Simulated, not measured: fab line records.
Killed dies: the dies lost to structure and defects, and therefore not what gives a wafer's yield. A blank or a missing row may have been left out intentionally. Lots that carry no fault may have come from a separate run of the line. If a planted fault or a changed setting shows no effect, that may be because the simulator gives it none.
Matching of chambers | flow nand_harc | pecvd-03 running NHARC_A_STAIRCASE_DEP_417: 3 sister chambers
The step deposits Si3N4, target thk 60 nm. 3 wafers are shown with their chamber, then 10 later ones without.

EACH WAFER AND ITS CHAMBER
wafer  | chamber | heater_power_w (W)
L080.6 | 2       | 654
L086.2 | 1       | 653
L086.5 | 0       | 923

WAFERS WITH NO CHAMBER GIVEN
wafer  | heater_power_w (W)
L086.6 | 651
L089.3 | 784
L089.4 | 691
L089.5 | 793
L088.3 | 817
L088.4 | 723
L088.6 | 697
L097.1 | 627
L097.3 | 825
L097.5 | 814

WHICH CHAMBER EACH ONE RAN IN
wafer  | from the rows above          | in truth
L086.6 | can't be placed: 1 or 2      | 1
L089.3 | can't be placed: 2 or 1 or 0 | 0
L089.4 | can't be placed: 2 or 1      | 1
L089.5 | can't be placed: 0 or 2 or 1 | 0
L088.3 | can't be placed: 0 or 2 or 1 | 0
L088.4 | can't be placed: 2 or 1 or 0 | 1
L088.6 | can't be placed: 2 or 1      | 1
L097.1 | can't be placed: 1 or 2      | 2
L097.3 | can't be placed: 0 or 2 or 1 | 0
L097.5 | can't be placed: 0 or 2 or 1 | 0
0 of 10 placed correctly. Unplaceable from these rows: 10, with the true chamber sitting among the candidates in 10. Placed wrongly: 0.
How it was worked out, from the rows above alone: a wafer's distance from a chamber is the root of the sum, over the readings, of the square of ((its reading less the chamber's mean) divided by the reading's scatter). The wafer belongs to the nearest chamber; if the next one is less than 2 further off, it can't be placed. The mean given for a chamber averages the wafers shown for that chamber. The scatter: root of mean squared gap, hidden wafer to nearest shown wafer, with one shown wafer a chamber.
